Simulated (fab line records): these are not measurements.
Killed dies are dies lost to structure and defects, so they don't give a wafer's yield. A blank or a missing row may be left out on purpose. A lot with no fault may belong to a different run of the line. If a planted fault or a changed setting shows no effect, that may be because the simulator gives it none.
Split-lot trial + flow n5_finfet + 21 wafers read from 7 lots, route of 1938 steps

== THE SPLIT ITSELF ==
At N5_BEOL_M11_EXPOSE_25 (exposes mask V10), the setting dose_mj was moved away from the recipe's 85.5 on 10 of the 21 wafers read, by -5.6% to +7.3%. The other wafers ran this setting at the recipe's value.

== FROM THE SPLIT TO THE READING: what the file shows between them, 2 steps ==
- N5_BEOL_M11_PEB_26: peb time 60 s
- N5_BEOL_M11_DEVELOP_27: develop time 30 s

== THE READING ==
At N5_BEOL_M11_CD_MEAS_28: cd_nm in nanometres, against a target cd of 70 nm. On this fab line, fault-free wafers typically give 70.0 nm with a standard deviation of 0.89 nm.

| wafer  | tool, chamber at the split | dose_mj as run | against the recipe | cd_nm, nm | against lot-mates on the recipe |
|--------|----------------------------|----------------|--------------------|-----------|---------------------------------|
| L078.2 | arfi_scanner-01, 0         | 81.98          | -4.1%              | 66.0      | -3.9                            |
| L078.3 | arfi_scanner-01, 0         | 85.5           | recipe             | 69.9      | -                               |
| L078.4 | arfi_scanner-01, 0         | 85.5           | recipe             | 69.9      | -                               |
| L076.2 | arfi_scanner-01, 0         | 80.94          | -5.3%              | 66.1      | -3.4                            |
| L076.4 | arfi_scanner-01, 0         | 80.94          | -5.3%              | 65.8      | -3.7                            |
| L076.5 | arfi_scanner-01, 0         | 85.5           | recipe             | 69.5      | -                               |
| L079.4 | arfi_scanner-02, 0         | 85.5           | recipe             | 70.4      | -                               |
| L079.5 | arfi_scanner-02, 0         | 91.7           | +7.3%              | 77.2      | +6.8                            |
| L079.6 | arfi_scanner-02, 0         | 91.7           | +7.3%              | 77.1      | +6.7                            |
| L081.1 | arfi_scanner-02, 0         | 88.91          | +4.0%              | 73.2      | +4.2                            |
| L081.2 | arfi_scanner-02, 0         | 85.5           | recipe             | 69.0      | -                               |
| L081.6 | arfi_scanner-02, 0         | 88.91          | +4.0%              | 71.9      | +2.9                            |
| L083.3 | arfi_scanner-03, 0         | 85.5           | recipe             | 69.7      | -                               |
| L083.4 | arfi_scanner-03, 0         | 85.5           | recipe             | 70.3      | -                               |
| L083.5 | arfi_scanner-03, 0         | 85.5           | recipe             | 69.8      | -                               |
| L084.2 | arfi_scanner-01, 0         | 85.5           | recipe             | 72.1      | -                               |
| L084.3 | arfi_scanner-01, 0         | 85.5           | recipe             | 71.3      | -                               |
| L084.6 | arfi_scanner-01, 0         | 85.5           | recipe             | 70.6      | -                               |
| L096.2 | arfi_scanner-02, 0         | 80.67          | -5.6%              | 66.3      | no lot-mate on the recipe       |
| L096.4 | arfi_scanner-02, 0         | 80.67          | -5.6%              | 65.7      | no lot-mate on the recipe       |
| L096.5 | arfi_scanner-02, 0         | 80.67          | -5.6%              | 65.0      | no lot-mate on the recipe       |

THE FIT
A straight line over all 21 wafers: cd_nm changes by +0.845 nm for each +1% of dose_mj; r = +0.97; the points scatter about the line by 0.84 nm.
The same after taking each lot's own level away (the mean of its wafers on the recipe; 18 wafers): +0.848 nm for each +1%; r = +0.99; scatter 0.53 nm.
According to that fit, moving dose_mj by its largest amount changes the reading by 6.2 nm.
The lots' own levels span 69.00 to 71.33 nm, that is 2.6 times the standard deviation above.
So the lot-to-lot level changes the slope little: the two slopes agree.
Check: with one of the wafers moved furthest among these (+7.3%) left out of the fit, the line predicts +6.14 nm for it against its lot-mates. It came out at +6.8 nm against them.

== THESE WAFERS: OTHER SPLITS ==
Other splits were also applied to these wafers ahead of the reading. Each is held against what the fit with the lots' levels taken away leaves over:
| other split on the same wafers | wafers away from the commonest value | r with cd_nm (lot level and that fit taken away) |
|--------------------------------|--------------------------------------|--------------------------------------------------|
| N5_BEOL_M8_ETCH_66 source_w    | 2                                    | +0.34                                            |
| N5_BEOL_M9_DESCUM_16 time_s    | 5                                    | +0.17                                            |
| N5_BEOL_M10_ETCH_41 source_w   | 7                                    | -0.30                                            |

== FILE'S OWN FIT ==
cd_nm changes by +0.858 nm for each +1% of dose_mj, r = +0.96.
